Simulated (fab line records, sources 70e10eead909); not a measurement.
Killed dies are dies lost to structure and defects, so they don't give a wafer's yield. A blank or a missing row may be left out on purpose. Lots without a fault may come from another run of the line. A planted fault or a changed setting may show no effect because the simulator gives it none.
fab line records | flow nand_harc
record lots=24 wafers=72 last_day=33
route steps=1302 shown P_GATE@207 P_CONTACT@237 P_M0@263 P_M1@297
lots that met no fault: from a run of the same line without faults
start_h: hours from the record's first day to the start of the lot's first wafer shown | wait_h: hours since the lot's step before | " the same as in the row above | L1.1+2: a row that stands for several wafers | - no value, or no start given | * or withheld: withheld | < > ~ a bound
route shown NAME@n: a module of which the file shows steps, and the number in the route of the first | usual: mean/standard deviation of fault-free wafers | same: alike in all rows | chamber/n: place in a boat | sites: the reading at each site | _std_site: their standard deviation | _edge_site: outer sites' mean less inner sites' | radius_mm: how far each site lies from the wafer's centre | mask NAME#n: copy n | behind: the tool/chamber that last shaped the wafer | hold: why the lot was held/for how many hours/how that ended | device: the transistor (n, p or np) that didn't switch | end of line: the same wafers' tests at the end of the route | a step without rows: its recipe alone | killed: dies lost to structure and defects at the first sort, not the wafer's yield | map: a wafer's dies, x killed, . not, _ none there
set.NAME: the setting as run; set.NAME@STEP: as run at that earlier step | model.NAME: the simulator's own value behind a step, which no gauge read
steps of the route over a sample of lots; a table a step, a row a wafer
services: from which hour (start_h, from the record's first day; less than 0 if before it) a tool's chamber was out of use, for how many hours, and why
## steps
# step NHARC_P_GATE_RTA_64
# recipe temp_c=1050 time_s=1
# usual anneal_temp_c_max=1056.1/1.2 lamp_power_pct=34.1/0.77 wafer_temp_C_max=1054.0/2.1
# columns lot.wafer tool chamber start_h wait_h anneal_temp_c_max lamp_power_pct wafer_temp_C_max
L074.1 rtp_anneal-01 0 123.81 - 1055.9 33.1 1057.0
L074.5 " 0 " " 1055.5 33.2 1056.5
L074.6 " 0 " " 1055.8 33.1 1057.0
L075.4 rtp_anneal-01 0 125.50 - 1055.4 33.2 1055.3
L075.5 " 0 " " 1054.5 33.2 1055.3
L075.6 " 0 " " 1057.9 33.2 1057.1
L076.1 rtp_anneal-02 0 138.83 - 1055.9 34.7 1052.1
L076.3 " 0 " " 1055.3 34.7 1052.6
L076.4 " 0 " " 1059.7 34.7 1052.9
L077.3 rtp_anneal-02 0 144.44 - 1055.8 34.7 1052.5
L077.5 " 0 " " 1056.0 34.7 1052.9
L077.6 " 0 " " 1054.6 34.8 1053.4
L078.1 rtp_anneal-01 0 154.90 - 1055.9 33.2 1055.2
L078.4 " 0 " " 1054.6 33.2 1056.9
L078.5 " 0 " " 1055.3 33.2 1057.3
L079.3 rtp_anneal-02 0 168.60 - 1055.4 34.7 1052.6
L079.4 " 0 " " 1054.0 34.7 1052.2
L079.6 " 0 " " 1057.4 34.7 1052.1
L080.1 rtp_anneal-02 0 169.77 - 1058.0 34.7 1052.6
L080.5 " 0 " " 1057.6 34.6 1051.7
L080.6 " 0 " " 1057.7 34.8 1052.0
L081.1 rtp_anneal-02 0 181.95 - 1056.0 34.7 1052.6
L081.2 " 0 " " 1055.7 34.7 1052.5
L081.5 " 0 " " 1056.4 34.7 1052.5
L082.1 rtp_anneal-01 0 194.83 - 1055.2 33.2 1055.8
L082.3 " 0 " " 1055.0 33.2 1055.9
L082.6 " 0 " " 1055.5 33.2 1055.8
L083.1 rtp_anneal-02 0 206.63 - 1056.1 34.7 1051.9
L083.3 " 0 " " 1054.8 34.7 1051.9
L083.4 " 0 " " 1057.5 34.7 1051.3
L084.1 rtp_anneal-02 0 214.07 - 1056.7 34.7 1053.0
L084.2 " 0 " " 1054.1 34.7 1052.2
L084.3 " 0 " " 1056.5 34.7 1052.8
L085.3 rtp_anneal-02 0 224.05 - 1056.7 34.7 1052.5
L085.5 " 0 " " 1057.0 34.7 1052.6
L085.6 " 0 " " 1056.9 34.7 1051.8
L086.2 rtp_anneal-01 0 232.00 - 1056.9 33.2 1055.6
L086.5 " 0 " " 1056.1 33.1 1058.0
L086.6 " 0 " " 1054.9 33.2 1056.7
L087.3 rtp_anneal-02 0 242.34 - 1056.5 34.7 1052.2
L087.4 " 0 " " 1057.3 34.7 1052.4
L087.5 " 0 " " 1057.1 34.8 1053.0
L088.2 rtp_anneal-02 0 258.42 - 1055.2 34.7 1052.5
L088.5 " 0 " " 1054.7 34.8 1052.5
L088.6 " 0 " " 1056.0 34.7 1053.7
L089.1 rtp_anneal-02 0 262.51 - 1056.1 34.8 1051.9
L089.2 " 0 " " 1058.0 34.7 1051.8
L089.4 " 0 " " 1056.6 34.7 1052.9
L090.1 rtp_anneal-01 0 274.74 - 1056.6 33.1 1056.3
L090.2 " 0 " " 1056.3 33.2 1054.4
L090.4 " 0 " " 1054.9 33.2 1056.7
L091.2 rtp_anneal-01 0 283.45 - 1056.4 33.1 1057.1
L091.3 " 0 " " 1056.0 33.2 1055.7
L091.4 " 0 " " 1056.7 33.2 1057.6
L092.1 rtp_anneal-02 0 295.79 - 1055.4 34.7 1052.1
L092.3 " 0 " " 1054.6 34.7 1053.5
L092.6 " 0 " " 1055.8 34.8 1052.1
L093.4 rtp_anneal-01 0 300.53 - 1055.4 33.2 1055.9
L093.5 " 0 " " 1055.9 33.2 1056.7
L093.6 " 0 " " 1054.4 33.1 1056.1
L094.1 rtp_anneal-01 0 319.29 - 1055.7 33.2 1056.1
L094.2 " 0 " " 1055.0 33.2 1055.0
L094.4 " 0 " " 1058.1 33.2 1057.3
L095.1 rtp_anneal-02 0 319.39 - 1055.8 34.7 1051.3
L095.3 " 0 " " 1057.4 34.7 1051.5
L095.4 " 0 " " 1055.0 34.7 1052.0
L096.1 rtp_anneal-02 0 340.52 - 1056.7 34.8 1052.0
L096.3 " 0 " " 1057.5 34.7 1052.3
L096.5 " 0 " " 1055.4 34.7 1052.0
L097.3 rtp_anneal-01 0 348.56 - 1055.6 33.2 1054.3
L097.4 " 0 " " 1056.7 33.2 1054.8
L097.5 " 0 " " 1056.7 33.2 1056.5
# step NHARC_P_CONTACT_ETCH_36
# recipe target_depth_a=2600 over_etch_frac=0.25 time_s=406.25 ion_energy_ev=200 n2_flow_sccm=150 h2_flow_sccm=150 ar_flow_sccm=0 rf_w=400 bias_w=150 chemistry=N2/H2
# usual chamber_pressure_mTorr=30.000/0.029 drypump_motor_current_A=5.7/0.42 oes_product_au=0.999/0.0078 rf_vpp_V=431.8/2.6 showerhead_plenum_p_Torr=2.09/0.095 throttle_valve_pct=14.171/0.01
# columns lot.wafer tool chamber start_h wait_h chamber_pressure_mTorr drypump_motor_current_A oes_product_au rf_hours_counter_h rf_vpp_V showerhead_plenum_p_Torr throttle_valve_pct
L074.1 rie_diel-01 1 - - 30.001 5.6 0.994 4.5 431.5 2.05 14.156
L074.5 " 0 " " 30.021 5.8 0.999 - 433.3 2.19 14.193
L074.6 " 1 " " 30.018 5.6 0.989 - 430.5 2.05 14.176
L075.4 rie_diel-10 2 - - 30.017 6.1 1.004 1.5 431.6 2.07 14.185
L075.5 " 2 " " 29.977 6.1 1.012 - 430.7 2.07 14.179
L075.6 " 3 " " 30.022 5.3 1.005 - 434.9 2.20 14.167
L076.3 rie_diel-01 2 - - 29.987 5.7 1.002 4.5 430.4 2.02 14.169
L076.1 " 0 " " 30.012 5.8 1.006 5.0 433.8 2.19 14.169
L076.4 " 1 " " 29.986 5.6 0.986 4.9 431.6 2.05 14.172
L077.3 rie_diel-05 2 - - 30.000 5.1 1.018 1.9 429.7 1.96 14.162
L077.6 " 2 " " 29.988 5.1 1.016 - 428.1 1.96 14.165
L077.5 " 3 " " 29.994 6.6 1.014 - 432.5 2.05 14.172
L078.4 rie_diel-01 1 - - 30.003 5.6 0.993 6.0 429.6 2.05 14.179
L078.1 " 3 " " 30.023 5.2 0.982 6.1 425.9 1.90 14.179
L078.5 " 0 " " 29.969 5.7 1.000 - 434.4 2.19 14.193
L079.4 rie_diel-10 2 - - 29.967 6.1 0.999 2.7 432.2 2.07 14.168
L079.3 " 1 " " 30.013 5.8 1.002 2.3 435.6 2.17 14.171
L079.6 " 3 " " 29.998 5.4 1.003 - 434.9 2.20 14.147
L080.1 rie_diel-01 3 - - 29.985 5.2 0.987 7.3 427.2 1.90 14.168
L080.5 " 3 " " 30.002 5.2 0.991 - 426.9 1.90 14.175
L080.6 " 0 " " 30.028 5.7 0.994 - 434.6 2.19 14.182
L081.2 rie_diel-05 0 - - 29.975 5.7 0.999 2.4 434.7 2.18 14.158
L081.1 " 1 " " 29.992 5.8 0.999 2.9 434.5 2.14 14.164
L081.5 " 3 " " 30.033 6.6 1.006 - 430.5 2.05 14.165
L082.1 rie_diel-10 0 - - 30.017 5.1 0.999 3.0 432.1 2.14 14.168
L082.3 " 3 " " 30.040 5.4 1.004 3.5 434.3 2.20 14.159
L082.6 " 0 " " 29.954 5.1 1.006 - 432.9 2.14 14.178
L083.4 rie_diel-05 3 - - 29.983 6.6 0.998 3.5 431.3 2.05 14.167
L083.3 " 1 " " 30.003 5.8 0.997 3.4 432.5 2.14 14.188
L083.1 " 2 " " 29.967 5.1 1.016 3.7 428.6 1.96 14.159
L084.3 rie_diel-05 1 - - 30.012 5.8 1.009 3.8 434.0 2.14 14.167
L084.1 " 2 " " 29.950 5.1 0.998 4.1 427.8 1.96 14.181
L084.2 " 3 " " 30.039 6.6 0.997 4.0 430.7 2.05 14.171
L085.3 rie_diel-10 2 - - 29.982 6.0 1.017 4.3 430.4 2.07 14.185
L085.6 " 0 " " 30.017 5.2 0.999 - 433.3 2.14 14.173
L085.5 " 1 " " 29.966 5.8 1.000 - 434.1 2.17 14.174
L086.2 rie_diel-01 0 - - 30.045 5.7 0.991 0.6 434.1 2.19 14.166
L086.6 " 3 " " 29.979 5.2 1.005 - 425.6 1.90 14.183
L086.5 " 0 " " 30.024 5.8 1.001 - 434.6 2.19 14.167
L087.4 rie_diel-05 1 - - 30.036 5.8 0.994 0.2 433.9 2.14 14.183
L087.3 " 2 " " 30.022 5.1 1.005 0.2 428.6 1.96 14.159
L087.5 " 3 " " 29.990 6.6 1.000 - 430.5 2.05 14.175
L088.2 rie_diel-01 2 - - 30.010 5.7 1.007 1.1 429.2 2.02 14.170
L088.6 " 0 " " 29.969 5.8 1.004 - 434.6 2.19 14.164
L088.5 " 1 " " 29.999 5.6 0.986 - 430.3 2.05 14.182
L089.2 rie_diel-05 3 - - 30.010 6.6 0.989 0.9 431.2 2.05 14.170
L089.4 " 1 " " 29.987 5.8 0.991 0.9 431.7 2.14 14.184
L089.1 " 2 " " 29.978 5.1 0.999 1.0 428.3 1.96 14.167
L090.1 rie_diel-01 2 - - 30.021 5.7 0.990 2.8 429.9 2.02 14.170
L090.4 " 3 " " 29.967 5.2 0.991 2.8 426.6 1.90 14.173
L090.2 " 0 " " 29.982 5.8 0.998 3.6 434.5 2.19 14.166
L091.2 rie_diel-01 2 - - 29.994 5.7 0.999 3.3 429.3 2.02 14.150
L091.4 " 3 " " 30.031 5.1 1.000 3.2 427.0 1.90 14.152
L091.3 " 0 " " 30.023 5.8 1.001 4.0 434.0 2.19 14.178
L092.1 rie_diel-10 1 - - 29.991 5.8 1.000 0.8 435.4 2.17 14.172
L092.3 " 2 " " 30.025 6.1 1.012 0.7 430.4 2.07 14.171
L092.6 " 1 " " 30.018 5.8 0.991 - 434.0 2.17 14.196
L093.4 rie_diel-10 0 - - 30.017 5.1 0.999 1.2 433.9 2.13 14.182
L093.6 " 3 " " 29.983 5.3 0.991 - 435.6 2.20 14.179
L093.5 " 0 " " 30.035 5.1 1.006 - 430.1 2.13 14.181
L094.1 rie_diel-05 2 - - 29.987 5.1 1.022 2.0 428.9 1.96 14.172
L094.2 " 3 " " 29.965 6.6 1.004 2.0 431.1 2.05 14.154
L094.4 " 1 " " 30.058 5.8 0.993 2.0 433.4 2.14 14.168
L095.3 rie_diel-10 2 - - 30.016 6.1 1.001 1.6 431.2 2.07 14.178
L095.4 " 3 " " 29.988 5.3 0.998 1.8 433.9 2.20 14.173
L095.1 " 0 " " 30.024 5.2 0.998 2.0 433.3 2.13 14.176
L096.3 rie_diel-01 0 - - 30.028 5.8 0.997 6.9 433.8 2.19 14.170
L096.1 " 2 " " 29.986 5.7 0.997 6.8 430.6 2.02 14.165
L096.5 " 2 " " 30.003 5.7 1.008 - 429.8 2.02 14.157
L097.3 rie_diel-10 3 - - 29.976 5.4 0.994 2.8 436.1 2.20 14.171
L097.5 " 2 " " 30.007 6.1 0.993 - 433.1 2.07 14.171
L097.4 " 3 " " 29.970 5.4 0.995 - 434.8 2.20 14.172
# step NHARC_P_M0_CD_MEAS_09
# recipe target_cd_nm=90 landing_energy_ev=500
# usual cd_nm=90.1/0.71
# columns lot.wafer tool chamber start_h wait_h cd_nm
L074.1 cd_sem-02 0 130.86 - 88.6
L074.5 " 0 " " 90.1
L074.6 " 0 " " 90.2
L075.4 cd_sem-02 0 132.45 - 90.9
L075.5 " 0 " " 90.0
L075.6 " 0 " " 89.9
L076.1 cd_sem-03 0 145.91 - 88.9
L076.3 " 0 " " 90.2
L076.4 " 0 " " 90.6
L077.3 cd_sem-03 0 151.48 - 90.2
L077.5 " 0 " " 89.9
L077.6 " 0 " " 90.5
L078.1 cd_sem-01 0 162.41 - 89.6
L078.4 " 0 " " 89.9
L078.5 " 0 " " 90.1
L079.3 cd_sem-01 0 175.91 - 89.7
L079.4 " 0 " " 90.1
L079.6 " 0 " " 88.7
L080.1 cd_sem-03 0 176.69 - 91.0
L080.5 " 0 " " 91.4
L080.6 " 0 " " 91.8
L081.1 cd_sem-03 0 188.89 - 91.7
L081.2 " 0 " " 90.8
L081.5 " 0 " " 90.8
L082.1 cd_sem-01 0 201.79 - 89.1
L082.3 " 0 " " 89.9
L082.6 " 0 " " 89.4
L083.1 cd_sem-01 0 214.31 - 88.6
L083.3 " 0 " " 90.2
L083.4 " 0 " " 89.9
L084.1 cd_sem-03 0 221.03 - 90.2
L084.2 " 0 " " 88.6
L084.3 " 0 " " 89.2
L085.3 cd_sem-03 0 230.91 - 90.6
L085.5 " 0 " " 90.2
L085.6 " 0 " " 90.8
L086.2 cd_sem-01 0 239.20 - 90.9
L086.5 " 0 " " 89.5
L086.6 " 0 " " 91.2
L087.3 cd_sem-01 0 249.46 - 90.6
L087.4 " 0 " " 90.0
L087.5 " 0 " " 89.6
L088.2 cd_sem-03 0 265.77 - 89.2
L088.5 " 0 " " 89.9
L088.6 " 0 " " 88.9
L089.1 cd_sem-02 0 269.41 - 90.4
L089.2 " 0 " " 90.0
L089.4 " 0 " " 90.2
L090.1 cd_sem-01 0 281.83 - 89.0
L090.2 " 0 " " 89.8
L090.4 " 0 " " 88.8
L091.2 cd_sem-02 0 290.90 - 90.2
L091.3 " 0 " " 90.2
L091.4 " 0 " " 90.2
L092.1 cd_sem-01 0 302.96 - 90.1
L092.3 " 0 " " 89.5
L092.6 " 0 " " 90.9
L093.4 cd_sem-03 0 307.33 - 90.3
L093.5 " 0 " " 90.3
L093.6 " 0 " " 90.2
L094.1 cd_sem-01 0 326.08 - 90.2
L094.2 " 0 " " 90.4
L094.4 " 0 " " 90.5
L095.1 cd_sem-01 0 326.56 - 90.0
L095.3 " 0 " " 89.9
L095.4 " 0 " " 90.1
L096.1 cd_sem-01 0 347.62 - 90.3
L096.3 " 0 " " 90.3
L096.5 " 0 " " 91.7
L097.3 cd_sem-03 0 355.56 - 90.2
L097.4 " 0 " " 90.8
L097.5 " 0 " " 91.1
# step NHARC_P_M0_DEGAS_28
# recipe temp_c=250 time_s=60
# usual heater_power_w=334/30
# columns lot.wafer tool chamber start_h wait_h heater_power_w
L074.1 pvd_sputter-01 - 131.98 - 308
L074.5 " - " " 365
L074.6 " - " " 366
L075.4 pvd_sputter-02 - 133.56 - 355
L075.6 " - " " 294
L075.5 " - " " 314
L076.3 pvd_sputter-02 - 147.01 - 345
L076.4 " - " " 354
L076.1 " - " " 294
L077.3 pvd_sputter-01 - 152.58 - 371
L077.6 " - " " 297
L077.5 " - " " 374
L078.4 pvd_sputter-01 - 163.52 - 293
L078.1 " - " " 370
L078.5 " - " " 312
L079.3 pvd_sputter-01 - 177.01 - 369
L079.4 " - " " 365
L079.6 " - " " 367
L080.1 pvd_sputter-01 - 177.81 - 364
L080.6 " - " " 292
L080.5 " - " " 371
L081.1 pvd_sputter-03 - 190.00 - 360
L081.2 " - " " 372
L081.5 " - " " 353
L082.3 pvd_sputter-01 - 202.89 - 365
L082.1 " - " " 292
L082.6 " - " " 369
L083.3 pvd_sputter-03 - 215.41 - 366
L083.4 " - " " 353
L083.1 " - " " 368
L084.3 pvd_sputter-01 - 222.22 - 364
L084.1 " - " " 304
L084.2 " - " " 356
L085.3 pvd_sputter-03 - 232.00 - 306
L085.6 " - " " 305
L085.5 " - " " 356
L086.2 pvd_sputter-02 - 240.32 - 289
L086.6 " - " " 299
L086.5 " - " " 310
L087.4 pvd_sputter-01 - 250.59 - 368
L087.3 " - " " 347
L087.5 " - " " 368
L088.2 pvd_sputter-01 - 266.88 - 294
L088.5 " - " " 354
L088.6 " - " " 310
L089.2 pvd_sputter-01 - 270.51 - 279
L089.4 " - " " 371
L089.1 " - " " 316
L090.1 pvd_sputter-01 - 282.92 - 287
L090.2 " - " " 357
L090.4 " - " " 310
L091.3 pvd_sputter-03 - 293.04 - 372
L091.4 " - " " 311
L091.2 " - " " 375
L092.3 pvd_sputter-02 - 304.22 - 313
L092.1 " - " " 345
L092.6 " - " " 304
L093.4 pvd_sputter-02 - 308.44 - 353
L093.6 " - " " 300
L093.5 " - " " 312
L094.4 pvd_sputter-02 - 327.25 - 323
L094.1 " - " " 328
L094.2 " - " " 361
L095.4 pvd_sputter-01 - 327.98 - 372
L095.3 " - " " 318
L095.1 " - " " 292
L096.1 pvd_sputter-03 - 348.74 - 307
L096.3 " - " " 351
L096.5 " - " " 376
L097.4 pvd_sputter-01 - 356.66 - 347
L097.3 " - " " 302
L097.5 " - " " 350
# step NHARC_P_M0_INSPECT_27
# usual raw_defect_count=309/130
# columns lot.wafer tool chamber start_h wait_h raw_defect_count
L074.1 defect_inspect-01 - 133.52 0.0 267
L074.5 " - " " 312
L074.6 " - " " 563
L075.4 defect_inspect-02 - 135.10 0.0 246
L075.5 " - " " 242
L075.6 " - " " 248
L076.1 defect_inspect-01 - 148.59 0.0 412
L076.3 " - " " 206
L076.4 " - " " 360
L077.3 defect_inspect-01 - 154.15 0.0 220
L077.5 " - " " 212
L077.6 " - " " 197
L078.1 defect_inspect-01 - 165.06 0.0 292
L078.4 " - " " 275
L078.5 " - " " 404
L079.3 defect_inspect-01 - 178.57 0.0 205
L079.4 " - " " 121
L079.6 " - " " 158
L080.1 defect_inspect-01 - 179.34 0.0 188
L080.5 " - " " 247
L080.6 " - " " 297
L081.1 defect_inspect-01 - 191.57 0.0 365
L081.2 " - " " 198
L081.5 " - " " 510
L082.1 defect_inspect-02 - 204.43 0.0 201
L082.3 " - " " 475
L082.6 " - " " 312
L083.1 defect_inspect-02 - 217.12 0.0 341
L083.3 " - " " 248
L083.4 " - " " 356
L084.1 defect_inspect-02 - 223.77 0.0 803
L084.2 " - " " 470
L084.3 " - " " 323
L085.3 defect_inspect-01 - 233.58 0.0 329
L085.5 " - " " 380
L085.6 " - " " 417
L086.2 defect_inspect-02 - 241.87 0.0 515
L086.5 " - " " 268
L086.6 " - " " 404
L087.3 defect_inspect-02 - 252.18 0.0 225
L087.4 " - " " 174
L087.5 " - " " 242
L088.2 defect_inspect-02 - 268.42 0.0 264
L088.5 " - " " 240
L088.6 " - " " 346
L089.1 defect_inspect-01 - 272.08 0.0 123
L089.2 " - " " 164
L089.4 " - " " 237
L090.1 defect_inspect-01 - 284.50 0.0 184
L090.2 " - " " 223
L090.4 " - " " 218
L091.2 defect_inspect-02 - 294.62 0.0 251
L091.3 " - " " 350
L091.4 " - " " 213
L092.1 defect_inspect-02 - 305.81 0.0 226
L092.3 " - " " 176
L092.6 " - " " 193
L093.4 defect_inspect-02 - 309.98 0.0 236
L093.5 " - " " 341
L093.6 " - " " 233
L094.1 defect_inspect-02 - 328.79 0.0 263
L094.2 " - " " 391
L094.4 " - " " 464
L095.1 defect_inspect-02 - 329.57 0.0 272
L095.3 " - " " 153
L095.4 " - " " 164
L096.1 defect_inspect-01 - 350.36 0.0 281
L096.3 " - " " 374
L096.5 " - " " 479
L097.3 defect_inspect-02 - 358.21 0.0 311
L097.4 " - " " 317
L097.5 " - " " 271
# step NHARC_P_M1_INSPECT_11
# usual raw_defect_count=4.3/2.4
# columns lot.wafer tool chamber start_h wait_h raw_defect_count
L074.1 defect_inspect-01 - 135.04 0.0 2
L074.5 " - " " 5
L074.6 " - " " 7
L075.4 defect_inspect-01 - 136.61 0.0 4
L075.5 " - " " 2
L075.6 " - " " 4
L076.1 defect_inspect-02 - 150.28 0.0 2
L076.3 " - " " 4
L076.4 " - " " 2
L077.3 defect_inspect-01 - 155.68 0.0 4
L077.5 " - " " 5
L077.6 " - " " 4
L078.1 defect_inspect-01 - 166.62 0.0 4
L078.4 " - " " 7
L078.5 " - " " 6
L079.3 defect_inspect-01 - 180.09 0.0 8
L079.4 " - " " 1
L079.6 " - " " 5
L080.1 defect_inspect-01 - 180.86 0.0 2
L080.5 " - " " 2
L080.6 " - " " 5
L081.1 defect_inspect-01 - 193.17 0.0 2
L081.2 " - " " 1
L081.5 " - " " 1
L082.1 defect_inspect-01 - 205.95 0.0 3
L082.3 " - " " 4
L082.6 " - " " 4
L083.1 defect_inspect-02 - 218.51 0.0 5
L083.3 " - " " 6
L083.4 " - " " 2
L084.1 defect_inspect-02 - 225.15 0.0 6
L084.2 " - " " 11
L084.3 " - " " 7
L085.3 defect_inspect-01 - 235.42 0.0 7
L085.5 " - " " 8
L085.6 " - " " 7
L086.2 defect_inspect-02 - 243.25 0.0 3
L086.5 " - " " 6
L086.6 " - " " 3
L087.3 defect_inspect-01 - 253.70 0.0 13
L087.4 " - " " 9
L087.5 " - " " 13
L088.2 defect_inspect-01 - 269.82 0.0 6
L088.5 " - " " 2
L088.6 " - " " 4
L089.1 defect_inspect-01 - 273.58 0.0 4
L089.2 " - " " 2
L089.4 " - " " 4
L090.1 defect_inspect-02 - 286.01 0.0 2
L090.2 " - " " 4
L090.4 " - " " 7
L091.2 defect_inspect-01 - 296.01 0.0 4
L091.3 " - " " 4
L091.4 " - " " 2
L092.1 defect_inspect-02 - 307.40 0.0 2
L092.3 " - " " 2
L092.6 " - " " 3
L093.4 defect_inspect-01 - 311.50 0.0 8
L093.5 " - " " 2
L093.6 " - " " 6
L094.1 defect_inspect-02 - 330.32 0.0 7
L094.2 " - " " 6
L094.4 " - " " 5
L095.1 defect_inspect-01 - 331.22 0.0 3
L095.3 " - " " 0
L095.4 " - " " 2
L096.1 defect_inspect-02 - 351.87 0.0 4
L096.3 " - " " 4
L096.5 " - " " 5
L097.3 defect_inspect-02 - 359.60 0.0 4
L097.4 " - " " 3
L097.5 " - " " 2
## services
# columns tool chamber start_h hours kind
pvd_sputter-02 - 104.00 10.0 pm
rie_diel-10 - 116.34 0.7 repair
rie_diel-05 0 144.15 1.3 repair
pvd_sputter-03 - 160.26 17.6 repair
rie_diel-05 0 168.47 16.1 repair
rie_diel-01 3 183.18 30.8 repair
rie_diel-10 1 187.72 2.9 repair
rie_diel-01 - 188.68 0.4 repair
rie_diel-10 - 191.08 0.3 repair
rie_diel-01 - 203.97 9.0 pm
pvd_sputter-01 - 226.00 10.0 pm
rie_diel-01 3 226.58 4.4 repair
rie_diel-05 - 229.60 9.0 pm
pvd_sputter-02 - 235.94 1.2 repair
rie_diel-10 - 242.50 9.0 pm
rie_diel-05 3 255.97 2.4 repair
pvd_sputter-02 - 282.00 10.0 pm
pvd_sputter-01 - 293.84 4.3 repair
pvd_sputter-01 - 301.41 1.6 repair
rie_diel-10 0 306.95 2.5 repair
rie_diel-01 1 329.55 4.6 repair
rie_diel-01 1 339.34 12.9 repair
rie_diel-10 1 344.21 23.4 repair
pvd_sputter-03 - 355.81 10.0 pm
## key
fault none
